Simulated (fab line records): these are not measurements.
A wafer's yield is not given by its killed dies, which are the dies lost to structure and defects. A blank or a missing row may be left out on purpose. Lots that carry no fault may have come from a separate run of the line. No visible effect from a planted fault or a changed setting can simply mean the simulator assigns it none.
Split-lot trial :: flow n5 finfet :: 39 wafers read from 7 lots, route of 1938 steps

## ABOUT THE SPLIT
At N5_HKMG_FIN_HK_ALD_01 (deposits HfO2, target thk 1.6 nm, pulse time 3 s, purge time 3 s), the setting ald cycles was moved away from the recipe's 30 on 15 of the 39 wafers read, by -40.0% to +60.0%. This setting was run at the recipe's value on the other wafers.

## FROM THE SPLIT TO THE READING: what the file shows between them, 4 steps
- N5_HKMG_FIN_HK_ANNEAL_02: time 30 s
- N5_HKMG_FIN_ALD_74: deposits La2O3, target thk 0.5 nm, pulse time 6 s, co reactant pulse time 1 s
- N5_HKMG_FIN_WET_ETCH_82: etches La2O3 in dHCl, stops on HfO2, target depth 2 nm, rinse time 30 s
- N5_HKMG_FIN_ALD_36: deposits TiN, target thk 1 nm, pulse time 1 s, purge time 3 s

## THE READING
HK_THK, in nm, at N5_HKMG_FIN_THK_MEAS_70 (measures by xrf). Fault-free wafers of this fab line usually give 1.589 nm, standard deviation 0.019 nm.

wafer: L076.1
tool, chamber at the split: ald hk-02, 3,0,0
ald cycles as run: 48
against the recipe: +60.0%
HK_THK, nm: 2.553
against lot-mates on the recipe: +0.972

wafer: L076.2
tool, chamber at the split: ald hk-02, 2,1,3
ald cycles as run: 30
against the recipe: recipe
HK_THK, nm: 1.581
against lot-mates on the recipe: -

wafer: L076.3
tool, chamber at the split: ald hk-02, 3,0,0
ald cycles as run: 48
against the recipe: +60.0%
HK_THK, nm: 2.540
against lot-mates on the recipe: +0.959

wafer: L076.4
tool, chamber at the split: ald hk-02, 2,1,3
ald cycles as run: 30
against the recipe: recipe
HK_THK, nm: 1.589
against lot-mates on the recipe: -

wafer: L076.5
tool, chamber at the split: ald hk-02, 2,1,3
ald cycles as run: 30
against the recipe: recipe
HK_THK, nm: 1.574
against lot-mates on the recipe: -

wafer: L076.6
tool, chamber at the split: ald hk-02, 3,0,0
ald cycles as run: 48
against the recipe: +60.0%
HK_THK, nm: 2.545
against lot-mates on the recipe: +0.964

wafer: L079.1
tool, chamber at the split: ald hk-03, 0,2,1
ald cycles as run: 30
against the recipe: recipe
HK_THK, nm: 1.602
against lot-mates on the recipe: -

wafer: L079.2
tool, chamber at the split: ald hk-03, 2,1,3
ald cycles as run: 46
against the recipe: +53.3%
HK_THK, nm: 2.448
against lot-mates on the recipe: +0.855

wafer: L079.3
tool, chamber at the split: ald hk-03, 2,1,3
ald cycles as run: 46
against the recipe: +53.3%
HK_THK, nm: 2.420
against lot-mates on the recipe: +0.827

wafer: L079.4
tool, chamber at the split: ald hk-03, 2,1,3
ald cycles as run: 46
against the recipe: +53.3%
HK_THK, nm: 2.472
against lot-mates on the recipe: +0.879

wafer: L079.5
tool, chamber at the split: ald hk-03, 0,2,1
ald cycles as run: 30
against the recipe: recipe
HK_THK, nm: 1.603
against lot-mates on the recipe: -

wafer: L079.6
tool, chamber at the split: ald hk-03, 0,2,1
ald cycles as run: 30
against the recipe: recipe
HK_THK, nm: 1.574
against lot-mates on the recipe: -

wafer: L083.1
tool, chamber at the split: ald hk-03, 1,0,3
ald cycles as run: 18
against the recipe: -40.0%
HK_THK, nm: 0.984
against lot-mates on the recipe: -0.622

wafer: L083.2
tool, chamber at the split: ald hk-03, 0,2,3
ald cycles as run: 30
against the recipe: recipe
HK_THK, nm: 1.619
against lot-mates on the recipe: -

wafer: L083.3
tool, chamber at the split: ald hk-03, 0,2,3
ald cycles as run: 30
against the recipe: recipe
HK_THK, nm: 1.576
against lot-mates on the recipe: -

wafer: L083.4
tool, chamber at the split: ald hk-03, 0,2,3
ald cycles as run: 30
against the recipe: recipe
HK_THK, nm: 1.622
against lot-mates on the recipe: -

wafer: L083.5
tool, chamber at the split: ald hk-03, 1,0,3
ald cycles as run: 18
against the recipe: -40.0%
HK_THK, nm: 0.969
against lot-mates on the recipe: -0.637

wafer: L083.6
tool, chamber at the split: ald hk-03, 1,0,3
ald cycles as run: 18
against the recipe: -40.0%
HK_THK, nm: 0.979
against lot-mates on the recipe: -0.627

wafer: L084.1
tool, chamber at the split: ald hk-02, 2,1,3
ald cycles as run: 22
against the recipe: -26.7%
HK_THK, nm: 1.152
against lot-mates on the recipe: -0.426

wafer: L084.2
tool, chamber at the split: ald hk-02, 0,3,0
ald cycles as run: 30
against the recipe: recipe
HK_THK, nm: 1.581
against lot-mates on the recipe: -

wafer: L084.3
tool, chamber at the split: ald hk-02, 0,3,0
ald cycles as run: 30
against the recipe: recipe
HK_THK, nm: 1.589
against lot-mates on the recipe: -

wafer: L084.4
tool, chamber at the split: ald hk-02, 2,1,3
ald cycles as run: 22
against the recipe: -26.7%
HK_THK, nm: 1.149
against lot-mates on the recipe: -0.429

wafer: L084.5
tool, chamber at the split: ald hk-02, 2,1,3
ald cycles as run: 22
against the recipe: -26.7%
HK_THK, nm: 1.168
against lot-mates on the recipe: -0.410

wafer: L084.6
tool, chamber at the split: ald hk-02, 0,3,0
ald cycles as run: 30
against the recipe: recipe
HK_THK, nm: 1.565
against lot-mates on the recipe: -

wafer: L085.1
tool, chamber at the split: ald hk-03, 3,0,2
ald cycles as run: 48
against the recipe: +60.0%
HK_THK, nm: 2.541
against lot-mates on the recipe: +0.957

wafer: L085.2
tool, chamber at the split: ald hk-03, 2,1,3
ald cycles as run: 30
against the recipe: recipe
HK_THK, nm: 1.581
against lot-mates on the recipe: -

wafer: L085.3
tool, chamber at the split: ald hk-03, 2,1,3
ald cycles as run: 30
against the recipe: recipe
HK_THK, nm: 1.595
against lot-mates on the recipe: -

wafer: L085.4
tool, chamber at the split: ald hk-03, 3,0,2
ald cycles as run: 48
against the recipe: +60.0%
HK_THK, nm: 2.541
against lot-mates on the recipe: +0.957

wafer: L085.5
tool, chamber at the split: ald hk-03, 3,0,2
ald cycles as run: 48
against the recipe: +60.0%
HK_THK, nm: 2.550
against lot-mates on the recipe: +0.966

wafer: L085.6
tool, chamber at the split: ald hk-03, 2,1,3
ald cycles as run: 30
against the recipe: recipe
HK_THK, nm: 1.577
against lot-mates on the recipe: -

wafer: L094.1
tool, chamber at the split: ald hk-03, 3,1,2
ald cycles as run: 30
against the recipe: recipe
HK_THK, nm: 1.588
against lot-mates on the recipe: -

wafer: L094.3
tool, chamber at the split: ald hk-03, 3,1,2
ald cycles as run: 30
against the recipe: recipe
HK_THK, nm: 1.590
against lot-mates on the recipe: -

wafer: L094.5
tool, chamber at the split: ald hk-03, 3,1,2
ald cycles as run: 30
against the recipe: recipe
HK_THK, nm: 1.577
against lot-mates on the recipe: -

wafer: L095.1
tool, chamber at the split: ald hk-01, 3,2,1,0,1,0
ald cycles as run: 30
against the recipe: recipe
HK_THK, nm: 1.614
against lot-mates on the recipe: -

wafer: L095.2
tool, chamber at the split: ald hk-01, 3,2,1,0,1,0
ald cycles as run: 30
against the recipe: recipe
HK_THK, nm: 1.595
against lot-mates on the recipe: -

wafer: L095.3
tool, chamber at the split: ald hk-01, 3,2,1,0,1,0
ald cycles as run: 30
against the recipe: recipe
HK_THK, nm: 1.573
against lot-mates on the recipe: -

wafer: L095.4
tool, chamber at the split: ald hk-01, 3,2,1,0,1,0
ald cycles as run: 30
against the recipe: recipe
HK_THK, nm: 1.590
against lot-mates on the recipe: -

wafer: L095.5
tool, chamber at the split: ald hk-01, 3,2,1,0,1,0
ald cycles as run: 30
against the recipe: recipe
HK_THK, nm: 1.608
against lot-mates on the recipe: -

wafer: L095.6
tool, chamber at the split: ald hk-01, 3,2,1,0,1,0
ald cycles as run: 30
against the recipe: recipe
HK_THK, nm: 1.587
against lot-mates on the recipe: -
If several chambers appear in one row, that row covers several wafers at once and the file leaves open which wafer was in which chamber.

THE FIT
A straight line over all 39 wafers: HK_THK changes by +0.0159 nm for each +1% of ald cycles; r = +1.00; the points scatter about the line by 0.016 nm.
The same after taking each lot's own level away (the mean of its wafers on the recipe; 39 wafers): +0.016 nm for each +1%; r = +1.00; scatter 0.013 nm.
That fit puts the effect of the largest move of ald cycles on the reading at 0.96 nm.
The span of the lots' own levels, 1.5783 to 1.6057 nm, comes to 1.4 times the standard deviation stated above.
So the lot-to-lot level changes the slope little: the two slopes agree.
Check: for one of the wafers moved furthest among these (+60.0%), held out of the fit, the line's prediction against its lot-mates is +0.958 nm. It came out at +0.972 nm against them.

## FURTHER SPLITS ON THESE WAFERS
Other splits were also applied to these wafers ahead of the reading. Each is held against what the fit with the lots' levels taken away leaves over:
other split on the same wafers: N5_ZERO_LAYER_PECVD_02 time s
wafers away from the commonest value: 18
r with HK_THK (lot level and that fit taken away): +0.07

other split on the same wafers: N5_SD_EPI_N_DESCUM_14 time s
wafers away from the commonest value: 9
r with HK_THK (lot level and that fit taken away): -0.32

## THE WHOLE CHAIN: every reading that the file lists as answering this split, in the file's order
step: N5_HKMG_FIN_HK_ALD_01
what it does: deposits HfO2, target thk 1.6 nm, pulse time 3 s, purge time 3 s
reading: HfO2_of_HKMG_FIN_HK_ALD_01.thk nm (the simulator's own value, which no gauge read)
change (the file's fit): +0.016 nm for each +1% of the setting
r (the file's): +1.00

step: N5_HKMG_FIN_THK_MEAS_70
what it does: measures by xrf
reading: HK_THK
change (the file's fit): +0.016 for each +1% of the setting
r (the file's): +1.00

## FILE'S OWN FIT
HK_THK changes by +0.016 nm for each +1% of ald cycles, r = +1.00.
